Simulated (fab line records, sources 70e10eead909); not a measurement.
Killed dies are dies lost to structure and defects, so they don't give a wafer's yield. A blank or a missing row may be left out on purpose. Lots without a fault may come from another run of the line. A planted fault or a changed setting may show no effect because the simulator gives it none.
fab line records | flow nand_harc
record lots=5 wafers=15 last_day=24
route steps=1159 shown A_M0@1002 A_M1@1026
lots that met no fault: from a run of the same line without faults
start_h: hours from the record's first day to the start of the lot's first wafer shown | wait_h: hours since the lot's step before | " the same as in the row above | L1.1+2: a row that stands for several wafers | - no value, or no start given | * or withheld: withheld | < > ~ a bound
route shown NAME@n: a module of which the file shows steps, and the number in the route of the first | usual: mean/standard deviation of fault-free wafers | same: alike in all rows | chamber/n: place in a boat | sites: the reading at each site | _std_site: their standard deviation | _edge_site: outer sites' mean less inner sites' | radius_mm: how far each site lies from the wafer's centre | mask NAME#n: copy n | behind: the tool/chamber that last shaped the wafer | hold: why the lot was held/for how many hours/how that ended | device: the transistor (n, p or np) that didn't switch | end of line: the same wafers' tests at the end of the route | a step without rows: its recipe alone | killed: dies lost to structure and defects at the first sort, not the wafer's yield | map: a wafer's dies, x killed, . not, _ none there
set.NAME: the setting as run; set.NAME@STEP: as run at that earlier step | model.NAME: the simulator's own value behind a step, which no gauge read
lots at some steps of the route; a table a step, a row a wafer
services: from which hour (start_h, from the record's first day; less than 0 if before it) a tool's chamber was out of use, for how many hours, and why
## steps
# step NHARC_A_M0_PEB_07
# recipe peb_temp_c=100 peb_time_s=65
# columns lot.wafer tool chamber start_h wait_h
L074.1+5+6 litho_track-01 0 416.29 0.1
L076.1+4+6 litho_track-06 0 421.99 0.1
L091.1+2+4 litho_track-06 0 515.99 0.1
L093.1+4+5 litho_track-06 0 520.59 0.1
L096.4+5+6 litho_track-01 0 521.16 0.0
# step NHARC_A_M0_DEVELOP_08
# recipe develop_time_s=35 dev_temp_c=23
# columns lot.wafer tool chamber start_h wait_h
L074.1+5+6 litho_track-01 0 - -
L076.1+4+6 litho_track-06 0 - -
L091.1+2+4 litho_track-06 0 - -
L093.1+4+5 litho_track-06 0 - -
L096.4+5+6 litho_track-01 0 - -
# step NHARC_A_M0_CD_MEAS_09
# recipe target_cd_nm=80 landing_energy_ev=500
# usual cd_nm=79.9/0.48
# columns lot.wafer tool chamber start_h wait_h cd_nm
L074.1 cd_sem-02 0 416.37 - 79.9
L074.5 " 0 " " 80.0
L074.6 " 0 " " 80.2
L076.1 cd_sem-02 0 422.07 - 79.9
L076.4 " 0 " " 79.7
L076.6 " 0 " " 80.6
L091.1 cd_sem-01 0 516.08 - 80.3
L091.2 " 0 " " 79.7
L091.4 " 0 " " 79.8
L093.1 cd_sem-01 0 520.67 - 79.9
L093.4 " 0 " " 79.8
L093.5 " 0 " " 79.9
L096.4 cd_sem-01 0 521.24 - 80.5
L096.5 " 0 " " 80.4
L096.6 " 0 " " 79.8
# step NHARC_A_M0_OVL_MEAS_10
# recipe pitch_nm=160
# usual overlay_x_nm=0.0/0.72 overlay_y_nm=-0.1/0.84
# columns lot.wafer tool chamber start_h wait_h overlay_x_nm overlay_y_nm
L074.1 overlay-01 - 416.46 - 0.6 -0.6
L074.5 " - " " -0.1 -0.6
L074.6 " - " " -0.3 -0.5
L076.1 overlay-01 - 422.16 - -0.1 0.9
L076.4 " - " " 0.0 0.7
L076.6 " - " " -0.5 1.0
L091.1 overlay-02 - 516.16 - 0.9 0.0
L091.2 " - " " 1.2 0.1
L091.4 " - " " 0.7 -0.2
L093.1 overlay-01 - 520.76 - 0.0 -0.3
L093.4 " - " " -0.7 -0.4
L093.5 " - " " 0.4 -0.8
L096.4 overlay-02 - 521.32 - -0.8 -1.5
L096.5 " - " " -0.8 -1.2
L096.6 " - " " -1.5 -1.5
# step NHARC_A_M0_INSPECT_11
# usual raw_defect_count=29/13
# columns lot.wafer tool chamber start_h wait_h raw_defect_count
L074.1 defect_inspect-01 - 416.49 0.0 21
L074.5 " - " " 13
L074.6 " - " " 19
L076.1 defect_inspect-02 - 422.19 0.0 30
L076.4 " - " " 31
L076.6 " - " " 29
L091.1 defect_inspect-02 - 516.20 0.0 49
L091.2 " - " " 60
L091.4 " - " " 50
L093.1 defect_inspect-01 - 520.80 0.0 42
L093.4 " - " " 57
L093.5 " - " " 32
L096.4 defect_inspect-01 - 521.36 0.0 8
L096.5 " - " " 17
L096.6 " - " " 7
# step NHARC_A_M0_DESCUM_14
# recipe time_s=3 o2_flow_sccm=200 ar_flow_sccm=0 bias_power_w=0 chemistry=O2
# usual drypump_motor_current_A=5.7/0.57 oes_product_au=1.005/0.0086 rf_vpp_V=57.6/0.85 showerhead_plenum_p_Torr=1.90/0.06 throttle_valve_pct=11.311/0.0091
# columns lot.wafer tool chamber start_h wait_h drypump_motor_current_A oes_product_au rf_hours_counter_h rf_vpp_V showerhead_plenum_p_Torr throttle_valve_pct
L074.1 rie_diel-10 3 416.55 0.1 6.8 0.994 3 56.0 1.84 11.316
L074.5 " 3 " " 6.8 0.993 - 57.2 1.84 11.322
L074.6 " 0 " " 5.6 0.997 - 57.4 1.89 11.306
L076.1 rie_diel-08 2 422.25 0.1 6.3 1.007 6 57.1 1.89 11.295
L076.4 " 3 " " 5.2 1.011 8 56.9 1.88 11.333
L076.6 " 2 " " 6.3 1.011 - 59.1 1.89 11.325
L091.4 rie_diel-10 1 516.26 0.1 5.3 0.987 11 57.8 1.94 11.301
L091.2 " 2 " " 5.1 0.995 11 58.1 1.89 11.330
L091.1 " 3 " " 6.8 1.005 10 55.5 1.84 11.305
L093.4 rie_diel-08 3 520.86 0.1 5.2 1.021 2 56.0 1.88 11.319
L093.1 " 1 " " 5.7 1.012 3 58.4 2.04 11.317
L093.5 " 3 " " 5.2 1.001 - 56.6 1.88 11.315
L096.4 rie_diel-08 1 521.43 0.1 5.7 1.009 3 59.0 2.04 11.304
L096.5 " 0 " " 5.6 1.009 - 58.8 1.86 11.329
L096.6 " 1 " " 5.7 1.013 - 58.2 2.04 11.319
# step NHARC_A_M0_ETCH_34
# recipe target_depth_a=400 overetch_a=120 time_s=43.94 ion_energy_ev=200 n2_flow_sccm=150 h2_flow_sccm=150 ar_flow_sccm=0 rf_w=400 bias_w=150 chemistry=N2/H2
# usual drypump_motor_current_A=5.8/0.57 oes_product_au=1.002/0.0083 rf_vpp_V=430.2/2.2 showerhead_plenum_p_Torr=2.03/0.072 throttle_valve_pct=14.171/0.0091
# columns lot.wafer tool chamber start_h wait_h drypump_motor_current_A oes_product_au rf_hours_counter_h rf_vpp_V showerhead_plenum_p_Torr throttle_valve_pct
L074.1 rie_diel-10 0 416.64 0.1 5.6 0.991 4 430.1 2.01 14.174
L074.5 " 0 " " 5.6 0.997 - 429.1 2.01 14.165
L074.6 " 1 " " 5.3 0.998 - 431.6 2.07 14.164
L076.1 rie_diel-08 3 422.34 0.1 5.2 1.014 8 429.9 2.00 14.186
L076.4 " 0 " " 5.6 1.015 9 429.2 1.99 14.167
L076.6 " 3 " " 5.2 1.004 - 429.5 2.00 14.176
L091.1 rie_diel-10 1 516.35 0.1 5.3 0.999 11 431.2 2.07 14.156
L091.4 " 3 " " 6.8 0.997 10 427.6 1.96 14.184
L091.2 " 0 " " 5.6 0.988 11 430.8 2.01 14.182
L093.1 rie_diel-08 3 520.94 0.1 5.2 1.010 2 430.4 2.00 14.178
L093.4 " 1 " " 5.7 1.012 3 434.9 2.18 14.171
L093.5 " 0 " " 5.6 0.991 - 430.9 1.98 14.174
L096.4 rie_diel-08 1 521.51 0.1 5.7 1.018 3 434.6 2.18 14.164
L096.5 " 0 " " 5.5 1.002 - 429.4 1.98 14.170
L096.6 " 1 " " 5.7 1.015 - 433.9 2.18 14.166
# step NHARC_A_M0_ETCH_15
# recipe target_depth_a=1500 overetch_a=150 time_s=82.5 c4f8_flow_sccm=withheld ar_flow_sccm=400 rf_w=600 bias_w=300 chemistry=C4F8/Ar
# usual oes_product_au=0.958/0.023 rf_vpp_V=440.6/2.1
# columns lot.wafer tool chamber start_h wait_h oes_product_au rf_hours_counter_h rf_vpp_V
L074.1 rie_diel-10 2 - - 0.961 3 439.4
L074.5 " 0 " " 0.923 - 440.6
L074.6 " 1 " " 0.958 - 443.0
L076.1 rie_diel-08 3 - - 0.929 8 439.4
L076.4 " 0 " " 0.918 9 437.5
L076.6 " 1 " " 0.920 - 444.2
L091.2 rie_diel-10 0 - - 0.983 11 440.7
L091.4 " 1 " " 0.954 11 441.6
L091.1 " 3 " " 0.986 10 439.0
L093.4 rie_diel-08 1 - - 0.979 3 445.4
L093.1 " 2 " " 0.970 2 439.9
L093.5 " 3 " " 0.967 - 439.2
L096.4 rie_diel-08 3 - - 0.975 2 440.2
L096.5 " 2 " " 0.972 - 439.6
L096.6 " 3 " " 0.977 - 439.1
# step NHARC_A_M0_CD_MEAS_16
# usual cd_nm=79.7/0.55
# columns lot.wafer tool chamber start_h wait_h cd_nm
L074.1 cd_sem-01 - 416.85 - 80.4
L074.5 " - " " 80.3
L074.6 " - " " 80.4
L076.1 cd_sem-02 - 422.55 - 79.6
L076.4 " - " " 80.4
L076.6 " - " " 80.2
L091.1 cd_sem-03 - 516.56 - 80.6
L091.2 " - " " 79.6
L091.4 " - " " 79.6
L093.1 cd_sem-02 - 521.16 - 79.3
L093.4 " - " " 79.1
L093.5 " - " " 80.1
L096.4 cd_sem-01 - 521.73 - 79.8
L096.5 " - " " 79.3
L096.6 " - " " 79.8
# step NHARC_A_M0_STRIP_18
# recipe power_w=1000 n2_flow_sccm=150 h2_flow_sccm=150 ar_flow_sccm=0 bias_w=0 chemistry=N2/H2
# usual drypump_motor_current_A=5.7/0.63 oes_product_au=0.998/0.0093 power_w=1000/3.1 rf_vpp_V=90.5/0.91 showerhead_plenum_p_Torr=2.02/0.058 throttle_valve_pct=14.172/0.01
# columns lot.wafer tool chamber start_h wait_h drypump_motor_current_A oes_product_au power_w rf_hours_counter_h rf_vpp_V showerhead_plenum_p_Torr throttle_valve_pct
L074.1 rie_diel-10 1 417.01 0.2 5.3 0.994 999 3 92.1 2.07 14.184
L074.6 " 2 " " 5.1 0.985 997 - 90.8 2.01 14.191
L074.5 " 3 " " 6.8 0.991 1001 - 90.1 1.96 14.158
L076.1 rie_diel-08 3 422.65 0.1 5.2 1.023 1000 8 92.4 2.00 14.170
L076.4 " 1 " " 5.7 1.012 1000 9 91.1 2.18 14.161
L076.6 " 2 " " 6.3 1.003 1001 - 91.1 2.01 14.179
L091.4 rie_diel-06 1 516.63 0.1 4.8 1.007 1003 5 90.0 2.07 14.159
L091.2 " 3 " " 6.7 1.011 999 6 90.1 1.96 14.181
L091.1 " 0 " " 6.4 1.003 994 7 92.2 2.10 14.181
L093.4 rie_diel-10 2 521.26 0.1 5.1 1.004 1002 11 89.7 2.01 14.167
L093.1 " 0 " " 5.6 0.996 999 11 90.1 2.01 14.176
L093.5 " 1 " " 5.3 0.999 996 - 90.2 2.07 14.167
L096.4 rie_diel-10 2 521.79 0.1 5.1 0.996 1007 11 90.5 2.01 14.150
L096.6 " 2 " " 5.1 0.988 1007 - 90.8 2.01 14.184
L096.5 " 3 " " 6.8 0.994 996 - 91.5 1.96 14.173
# step NHARC_A_M0_STRIP_19
# recipe time_s=600 temp_c=30 chemistry=post_etch_residue_remover
# columns lot.wafer tool chamber start_h wait_h
L074.5+6+1 wet_bench-09 4,6,0 417.21 -
L076.1+6+4 wet_bench-02 2,3,4 422.93 -
L091.1+4+2 wet_bench-02 4,6,0 516.92 -
L093.1+4+5 wet_bench-02 5,7,0 521.51 -
L096.4+5+6 wet_bench-06 3,4,7 522.07 -
# step NHARC_A_M0_DEGAS_28
# recipe temp_c=250 time_s=60
# usual heater_power_w=321/31
# columns lot.wafer tool chamber start_h wait_h heater_power_w
L074.1 pvd_sputter-02 - 417.49 - 309
L074.5 " - " " 353
L074.6 " - " " 342
L076.1 pvd_sputter-03 - 423.18 - 284
L076.4 " - " " 327
L076.6 " - " " 286
L091.2 pvd_sputter-03 - 517.20 - 324
L091.4 " - " " 334
L091.1 " - " " 283
L093.4 pvd_sputter-03 - 521.78 - 282
L093.1 " - " " 284
L093.5 " - " " 285
L096.4 pvd_sputter-02 - 522.36 - 355
L096.5 " - " " 348
L096.6 " - " " 304
# step NHARC_A_M0_PRE_CLEAN_29
# recipe time_s=30 temp_c=280 gas=H2/He
# usual heater_power_w=395/37
# columns lot.wafer tool chamber start_h wait_h heater_power_w
L074.1 pvd_sputter-02 - - - 377
L074.5 " - " " 368
L074.6 " - " " 345
L076.4 pvd_sputter-03 - - - 416
L076.1 " - " " 406
L076.6 " - " " 407
L091.4 pvd_sputter-03 - - - 348
L091.1 " - " " 361
L091.2 " - " " 401
L093.1 pvd_sputter-03 - - - 347
L093.4 " - " " 401
L093.5 " - " " 398
L096.4 pvd_sputter-02 - - - 431
L096.6 " - " " 378
L096.5 " - " " 358
# step NHARC_A_M0_PVD_20
# recipe target_thk_a=50 bias_v=168.6 power_w=15000 chamber_pressure_pa=0.12 time_s=8.06 substrate_temp_c=50 material=TaN
# usual chamber_pressure_pa=0.12002/0.00021 throttle_valve_pct=29.9/1.3
# columns lot.wafer tool chamber start_h wait_h chamber_pressure_pa throttle_valve_pct
L074.1 pvd_sputter-02 - - - 0.12023 29.5
L074.5 " - " " 0.12012 29.2
L074.6 " - " " 0.11987 28.9
L076.4 pvd_sputter-03 - - - 0.12029 30.6
L076.1 " - " " 0.12011 29.7
L076.6 " - " " 0.11986 27.6
L091.4 pvd_sputter-03 - - - 0.11987 28.3
L091.1 " - " " 0.12 29.8
L091.2 " - " " 0.12019 30.7
L093.4 pvd_sputter-03 - - - 0.11995 28.2
L093.1 " - " " 0.1199 29.4
L093.5 " - " " 0.12044 29.0
L096.4 pvd_sputter-02 - - - 0.12037 29.0
L096.5 " - " " 0.11964 29.3
L096.6 " - " " 0.12011 29.8
# step NHARC_A_M0_PVD_21
# recipe target_thk_a=300 chamber_pressure_pa=5 power_w=5000 substrate_temp_c=30 time_s=20.49 material=Cu
# usual chamber_pressure_pa=5.000/0.01 throttle_valve_pct=30.0/1.3
# columns lot.wafer tool chamber start_h wait_h chamber_pressure_pa throttle_valve_pct
L074.1 pvd_sputter-02 - - - 4.996 30.0
L074.5 " - " " 4.997 30.0
L074.6 " - " " 4.987 29.2
L076.4 pvd_sputter-03 - - - 4.992 27.9
L076.1 " - " " 5.002 30.0
L076.6 " - " " 5.001 27.9
L091.4 pvd_sputter-03 - - - 4.997 27.9
L091.1 " - " " 4.994 29.4
L091.2 " - " " 4.992 30.7
L093.4 pvd_sputter-03 - - - 5.006 28.0
L093.1 " - " " 4.988 29.0
L093.5 " - " " 5.000 28.2
L096.4 pvd_sputter-02 - - - 5.008 29.7
L096.6 " - " " 4.992 29.9
L096.5 " - " " 5.005 29.4
# step NHARC_A_M0_ECD_22
# recipe target_thk_a=4000 bath_temp_c=25 material=Cu
# columns lot.wafer tool chamber start_h wait_h
L074.1+5+6 ecd_cu-01 0,1,0 417.88 -
L076.1+4+6 ecd_cu-01 1 423.60 -
L091.1+2+4 ecd_cu-01 1,0,1 517.55 -
L093.1+4+5 ecd_cu-02 0,0,1 522.15 -
L096.4+5+6 ecd_cu-01 1,1,0 522.80 -
# step NHARC_A_M0_ANNEAL_30
# recipe temp_c=225 time_s=90
# usual wafer_temp_C_max=225.95/0.22
# columns lot.wafer tool chamber start_h wait_h wafer_temp_C_max
L074.1 rtp_anneal-01 0 418.21 - 225.88
L074.5 " 0 " " 225.90
L074.6 " 0 " " 225.94
L076.1 rtp_anneal-01 0 423.93 0.3 225.77
L076.4 " 0 " " 225.93
L076.6 " 0 " " 226.04
L091.1 rtp_anneal-02 0 517.93 0.3 225.83
L091.2 " 0 " " 225.81
L091.4 " 0 " " 225.59
L093.1 rtp_anneal-02 0 522.52 - 226.43
L093.4 " 0 " " 226.31
L093.5 " 0 " " 226.24
L096.4 rtp_anneal-01 0 523.29 - 226.12
L096.5 " 0 " " 225.87
L096.6 " 0 " " 225.73
# step NHARC_A_M0_CMP_23
# recipe t_overpolish_s=20 target_thk_nm=113.75
# usual motor_current_A=12.7/1.4 time_to_endpoint_s=28.4/2.2
# columns lot.wafer tool chamber start_h wait_h motor_current_A time_to_endpoint_s
L074.1 cmp-04 0 418.55 - 10.1 31.1
L074.6 " 0 " " 10.3 26.1
L074.5 " 1 " " 11.9 29.6
L076.1 cmp-04 0 424.28 - 10.7 31.0
L076.4 " 1 " " 12.2 29.2
L076.6 " 0 " " 10.7 28.4
L091.4 cmp-04 0 518.30 - 10.6 27.3
L091.2 " 1 " " 12.1 28.2
L091.1 " 2 " " 15.0 28.0
L093.1 cmp-04 0 522.92 - 10.2 28.0
L093.4 " 1 " " 11.9 27.5
L093.5 " 3 " " 14.8 29.3
L096.4 cmp-02 1 523.48 - 11.8 31.9
L096.5 " 1 " " 11.6 29.8
L096.6 " 2 " " 12.6 27.7
# step NHARC_A_M0_THK_MEAS_24
# recipe thk_meas_gauge=xrf
# usual thk_nm=113.9/1.5
# columns lot.wafer tool chamber start_h wait_h thk_nm
L074.1 film_metro-01 - 418.87 - 117.4
L074.5 " - " " 114.9
L074.6 " - " " 115.7
L076.1 film_metro-01 - 424.59 - 113.4
L076.4 " - " " 111.6
L076.6 " - " " 113.5
L091.1 film_metro-02 - 518.59 - 114.0
L091.2 " - " " 112.6
L091.4 " - " " 112.1
L093.1 film_metro-02 - 523.18 - 111.5
L093.4 " - " " 113.3
L093.5 " - " " 113.4
L096.4 film_metro-01 - 523.80 - 113.4
L096.5 " - " " 113.3
L096.6 " - " " 114.9
# step NHARC_A_M0_SRD_25
# columns lot.wafer tool chamber start_h wait_h
L074.5+6+1 wet_bench-08 4,5,7 418.91 0.0
L076.6+4+1 wet_bench-08 3,5,6 424.64 0.0
L091.1+2+4 wet_bench-10 1,4,5 518.63 0.0
L093.5+1+4 wet_bench-10 5,6,1 523.22 0.0
L096.5+4+6 wet_bench-10 4,5,6 523.84 0.0
# step NHARC_A_M0_INSPECT_27
# usual raw_defect_count=411/120
# columns lot.wafer tool chamber start_h wait_h raw_defect_count
L074.1 defect_inspect-01 - 419.02 0.0 474
L074.5 " - " " 342
L074.6 " - " " 301
L076.1 defect_inspect-02 - 424.75 0.0 292
L076.4 " - " " 323
L076.6 " - " " 321
L091.1 defect_inspect-01 - 518.74 0.0 390
L091.2 " - " " 408
L091.4 " - " " 500
L093.1 defect_inspect-01 - 523.33 0.0 482
L093.4 " - " " 364
L093.5 " - " " 382
L096.4 defect_inspect-02 - 523.96 0.0 339
L096.5 " - " " 284
L096.6 " - " " 221
# step NHARC_A_M0_PRE_CLEAN_31
# recipe time_s=12 temp_c=370 rf_power_w=300 gas=NH3
# usual heater_power_w=608/86
# columns lot.wafer tool chamber start_h wait_h heater_power_w
L074.1 pecvd-01 2 419.09 0.1 496
L074.6 " 2 " " 498
L074.5 " 0 " " 584
L076.1 pecvd-04 0 424.86 0.1 576
L076.4 " 2 " " 784
L076.6 " 0 " " 578
L091.2 pecvd-04 2 518.83 0.1 737
L091.1 " 0 " " 615
L091.4 " 2 " " 735
L093.1 pecvd-04 1 523.40 0.1 689
L093.5 " 1 " " 686
L093.4 " 2 " " 665
L096.5 pecvd-04 2 524.10 0.1 794
L096.6 " 0 " " 602
L096.4 " 1 " " 710
# step NHARC_A_M0_DEP_32
# recipe target_thk_a=300 temp_c=370 target_thk_nm=30 pressure_torr=3 flow_sccm=200 rf_w=450 material=SiCN
# usual heater_power_w=555/90
# columns lot.wafer tool chamber start_h wait_h heater_power_w
L074.1 pecvd-01 2 419.17 0.1 509
L074.6 " 2 " " 495
L074.5 " 0 " " 551
L076.1 pecvd-04 0 425.00 0.1 534
L076.4 " 2 " " 769
L076.6 " 0 " " 543
L091.2 pecvd-04 2 518.91 0.1 770
L091.1 " 0 " " 462
L091.4 " 2 " " 755
L093.1 pecvd-04 1 523.48 0.1 632
L093.5 " 1 " " 624
L093.4 " 2 " " 630
L096.5 pecvd-04 2 524.27 0.2 755
L096.6 " 0 " " 509
L096.4 " 1 " " 577
# step NHARC_A_M1_DEP_00
# recipe target_thk_a=1825 target_thk_nm=182.5 temp_c=withheld pressure_torr=5 flow_sccm=200 rf_w=600 material=SiOC
# columns lot.wafer tool chamber start_h wait_h
L074.1+5+6 pecvd-03 2,1,2 419.64 -
L076.1+4+6 pecvd-01 2,1,2 425.37 -
L091.1+2+4 pecvd-03 2,0,2 519.37 -
L093.1+4+5 pecvd-01 2,0,1 523.89 -
L096.4+6+5 pecvd-04 0,1,2 - -
# step NHARC_A_M1_DEHYDRATE_01
# recipe temp_c=150 time_s=120
# columns lot.wafer tool chamber start_h wait_h
L074.1+5+6 litho_track-01 0 420.00 -
L076.1+4+6 litho_track-06 0 425.73 -
L091.1+2+4 litho_track-06 0 519.73 -
L093.1+4+5 litho_track-06 0 524.30 -
L096.4+5+6 litho_track-01 0 525.11 -
# step NHARC_A_M1_HMDS_02
# recipe time_s=30
# columns lot.wafer tool chamber start_h wait_h
L074.1+5+6 litho_track-01 0 - -
L076.1+4+6 litho_track-06 0 - -
L091.1+2+4 litho_track-06 0 - -
L093.1+4+5 litho_track-06 0 - -
L096.4+5+6 litho_track-01 0 - -
# step NHARC_A_M1_COAT_34
# recipe temp_c=200 time_s=65
# columns lot.wafer tool chamber start_h wait_h
L074.1+5+6 litho_track-01 0 - -
L076.1+4+6 litho_track-06 0 - -
L091.1+2+4 litho_track-06 0 - -
L093.1+4+5 litho_track-06 0 - -
L096.4+5+6 litho_track-01 0 - -
# step NHARC_A_M1_COAT_03
# recipe spin_rpm=1500 resist_thk_nm=90
# columns lot.wafer tool chamber start_h wait_h
L074.1+5+6 litho_track-01 0 - -
L076.1+4+6 litho_track-06 0 - -
L091.1+2+4 litho_track-06 0 - -
L093.1+4+5 litho_track-06 0 - -
L096.4+5+6 litho_track-01 0 - -
# step NHARC_A_M1_SOFTBAKE_04
# recipe temp_c=105 time_s=55
# columns lot.wafer tool chamber start_h wait_h
L074.1+5+6 litho_track-01 0 - -
L076.1+4+6 litho_track-06 0 - -
L091.1+2+4 litho_track-06 0 - -
L093.1+4+5 litho_track-06 0 - -
L096.4+5+6 litho_track-01 0 - -
# step NHARC_A_M1_EBR_05
# columns lot.wafer tool chamber start_h wait_h
L074.1+5+6 litho_track-01 0 - -
L076.1+4+6 litho_track-06 0 - -
L091.1+2+4 litho_track-06 0 - -
L093.1+4+5 litho_track-06 0 - -
L096.4+5+6 litho_track-01 0 - -
# step NHARC_A_M1_EXPOSE_06
# recipe na=1.35 target_cd_nm=120 dose_mj=75.13 mask_id=A_M1
# columns lot.wafer tool chamber start_h wait_h mask
L074.1+5+6 arfi_scanner-02 0 420.29 - A_M1#0
L076.1+4+6 arfi_scanner-02 0 425.90 - A_M1#0
L091.1+2+4 arfi_scanner-03 0 520.02 - A_M1#0
L093.1+4+5 arfi_scanner-01 0 524.59 - A_M1#0
L096.4+5+6 arfi_scanner-02 0 525.41 - A_M1#0
# step NHARC_A_M1_PEB_07
# recipe peb_temp_c=100 peb_time_s=65
# columns lot.wafer tool chamber start_h wait_h
L074.1+5+6 litho_track-04 0 420.35 0.1
L076.1+4+6 litho_track-01 0 425.96 0.1
L091.1+2+4 litho_track-01 0 520.08 0.1
L093.1+4+5 litho_track-04 0 524.65 0.1
L096.4+5+6 litho_track-06 0 525.46 0.0
# step NHARC_A_M1_DEVELOP_08
# recipe develop_time_s=35 dev_temp_c=23
# columns lot.wafer tool chamber start_h wait_h
L074.1+5+6 litho_track-04 0 - -
L076.1+4+6 litho_track-01 0 - -
L091.1+2+4 litho_track-01 0 - -
L093.1+4+5 litho_track-04 0 - -
L096.4+5+6 litho_track-06 0 - -
# step NHARC_A_M1_CD_MEAS_09
# recipe target_cd_nm=120 landing_energy_ev=500
# usual cd_nm=120.1/0.43
# columns lot.wafer tool chamber start_h wait_h cd_nm
L074.1 cd_sem-01 0 420.43 - 119.9
L074.5 " 0 " " 119.5
L074.6 " 0 " " 120.1
L076.1 cd_sem-01 0 426.04 - 120.5
L076.4 " 0 " " 119.6
L076.6 " 0 " " 120.1
L091.1 cd_sem-01 0 520.15 - 120.2
L091.2 " 0 " " 119.4
L091.4 " 0 " " 120.1
L093.1 cd_sem-01 0 524.73 - 120.8
L093.4 " 0 " " 121.2
L093.5 " 0 " " 120.9
L096.4 cd_sem-01 0 525.54 - 118.8
L096.5 " 0 " " 119.3
L096.6 " 0 " " 119.5
# step NHARC_A_M1_OVL_MEAS_10
# recipe pitch_nm=240
# usual overlay_x_nm=0.1/0.87 overlay_y_nm=0.1/1
# columns lot.wafer tool chamber start_h wait_h overlay_x_nm overlay_y_nm
L074.1 overlay-01 - 420.52 - 0.8 2.2
L074.5 " - " " 0.9 2.3
L074.6 " - " " 1.0 2.3
L076.1 overlay-02 - 426.12 - 0.0 -1.9
L076.4 " - " " 0.1 -1.7
L076.6 " - " " -0.3 -1.4
L091.1 overlay-01 - 520.24 - -0.1 0.9
L091.2 " - " " -0.8 0.5
L091.4 " - " " 0.1 0.5
L093.1 overlay-02 - 524.82 - -1.1 -0.3
L093.4 " - " " -0.7 -0.2
L093.5 " - " " -0.5 -0.9
L096.4 overlay-01 - 525.63 - 0.6 -2.0
L096.5 " - " " 0.8 -1.5
L096.6 " - " " 1.1 -1.1
# step NHARC_A_M1_INSPECT_11
# usual raw_defect_count=29/13
# columns lot.wafer tool chamber start_h wait_h raw_defect_count
L074.1 defect_inspect-02 - 420.56 0.0 19
L074.5 " - " " 17
L074.6 " - " " 18
L076.1 defect_inspect-01 - 426.16 0.0 33
L076.4 " - " " 33
L076.6 " - " " 22
L091.1 defect_inspect-01 - 520.30 0.1 48
L091.2 " - " " 60
L091.4 " - " " 50
L093.1 defect_inspect-02 - 524.86 0.0 38
L093.4 " - " " 52
L093.5 " - " " 33
L096.4 defect_inspect-02 - 525.66 0.0 11
L096.5 " - " " 21
L096.6 " - " " 5
# step NHARC_A_M1_DESCUM_14
# recipe time_s=3 o2_flow_sccm=200 ar_flow_sccm=0 bias_power_w=0 chemistry=O2
# usual drypump_motor_current_A=5.7/0.31 oes_product_au=0.997/0.0082 rf_vpp_V=57.8/0.87 showerhead_plenum_p_Torr=1.91/0.086 throttle_valve_pct=11.311/0.0097
# columns lot.wafer tool chamber start_h wait_h drypump_motor_current_A oes_product_au rf_hours_counter_h rf_vpp_V showerhead_plenum_p_Torr throttle_valve_pct
L074.1 rie_diel-03 3 420.62 0.1 5.4 0.994 0 57.2 1.80 11.314
L074.6 " 3 " " 5.4 0.990 - 55.6 1.80 11.324
L074.5 " 0 " " 5.3 1.008 - 57.9 1.96 11.324
L076.1 rie_diel-03 3 426.24 0.1 5.4 0.985 1 59.1 1.80 11.316
L076.4 " 0 " " 5.3 0.995 1 59.1 1.96 11.317
L076.6 " 1 " " 6.3 0.997 - 57.2 1.78 11.326
L091.2 rie_diel-03 0 520.38 0.1 5.3 0.998 3 57.6 1.95 11.306
L091.1 " 1 " " 6.2 1.002 3 57.0 1.78 11.308
L091.4 " 2 " " 5.8 1.009 3 57.5 2.00 11.316
L093.4 rie_diel-11 2 524.92 0.1 5.7 0.994 10 57.1 1.92 11.317
L093.1 " 1 " " 5.4 0.996 10 57.7 1.93 11.313
L093.5 " 2 " " 5.6 0.995 - 57.8 1.92 11.326
L096.5 rie_diel-11 1 525.76 0.1 5.4 1.007 - 57.4 1.93 11.322
L096.6 " 2 " " 5.6 0.988 - 58.0 1.92 11.315
L096.4 " 3 " " 6.0 0.991 - 58.6 2.00 11.298
# step NHARC_A_M1_ETCH_35
# recipe target_depth_a=400 overetch_a=120 time_s=43.94 ion_energy_ev=200 n2_flow_sccm=150 h2_flow_sccm=150 ar_flow_sccm=0 rf_w=400 bias_w=150 chemistry=N2/H2
# usual drypump_motor_current_A=5.7/0.31 oes_product_au=0.996/0.0081 rf_vpp_V=430.5/2.8 showerhead_plenum_p_Torr=2.04/0.092 throttle_valve_pct=14.171/0.0084
# columns lot.wafer tool chamber start_h wait_h drypump_motor_current_A oes_product_au rf_hours_counter_h rf_vpp_V showerhead_plenum_p_Torr throttle_valve_pct
L074.1 rie_diel-03 2 420.72 0.1 5.8 1.024 0 434.6 2.14 14.187
L074.6 " 3 " " 5.4 0.999 - 426.6 1.92 14.167
L074.5 " 0 " " 5.3 1.014 - 431.6 2.09 14.174
L076.1 rie_diel-03 2 426.31 0.1 5.8 1.000 1 434.4 2.14 14.165
L076.4 " 1 " " 6.2 0.992 1 426.4 1.90 14.172
L076.6 " 3 " " 5.4 0.994 - 427.6 1.91 14.181
L091.1 rie_diel-03 1 520.48 0.1 6.2 0.994 3 425.3 1.90 14.164
L091.2 " 2 " " 5.8 0.998 3 432.7 2.14 14.171
L091.4 " 3 " " 5.4 0.996 3 427.1 1.91 14.174
L093.1 rie_diel-11 2 525.01 0.1 5.6 0.999 10 431.3 2.05 14.160
L093.5 " 2 " " 5.6 0.993 - 430.1 2.05 14.180
L093.4 " 3 " " 6.0 0.994 - 432.4 2.13 14.184
L096.4 rie_diel-11 3 525.85 0.1 6.0 0.979 - 432.2 2.13 14.164
L096.5 " 1 " " 5.4 0.994 - 431.6 2.06 14.154
L096.6 " 2 " " 5.6 0.988 - 430.9 2.05 14.183
## services
# columns tool chamber start_h hours kind
rie_diel-03 - 392.30 9.0 pm
cmp-04 - 400.92 4.0 pm
rie_diel-08 - 413.72 0.9 repair
rie_diel-03 - 416.13 0.2 repair
rie_diel-11 0 418.15 8.5 repair
pecvd-01 - 427.39 13.0 pm
arfi_scanner-02 - 428.00 4.0 pm
pecvd-04 - 429.54 1.1 repair
litho_track-01 - 443.00 7.0 pm
pecvd-01 2 444.03 16.4 repair
ecd_cu-01 - 448.37 8.0 pm
rie_diel-11 0 450.68 25.0 repair
pvd_sputter-03 - 458.23 10.0 pm
rie_diel-03 2 459.77 7.3 repair
litho_track-06 - 467.00 7.0 pm
rie_diel-03 1 471.18 3.0 repair
rie_diel-08 - 478.80 9.0 pm
litho_track-04 - 491.00 7.0 pm
rie_diel-11 1 497.82 10.7 repair
cmp-04 - 498.92 4.0 pm
rie_diel-11 - 512.84 2.9 repair
rie_diel-11 3 517.06 1.4 repair
cmp-04 - 518.80 1.2 repair
rie_diel-11 0 525.00 5.4 repair
## key
fault none
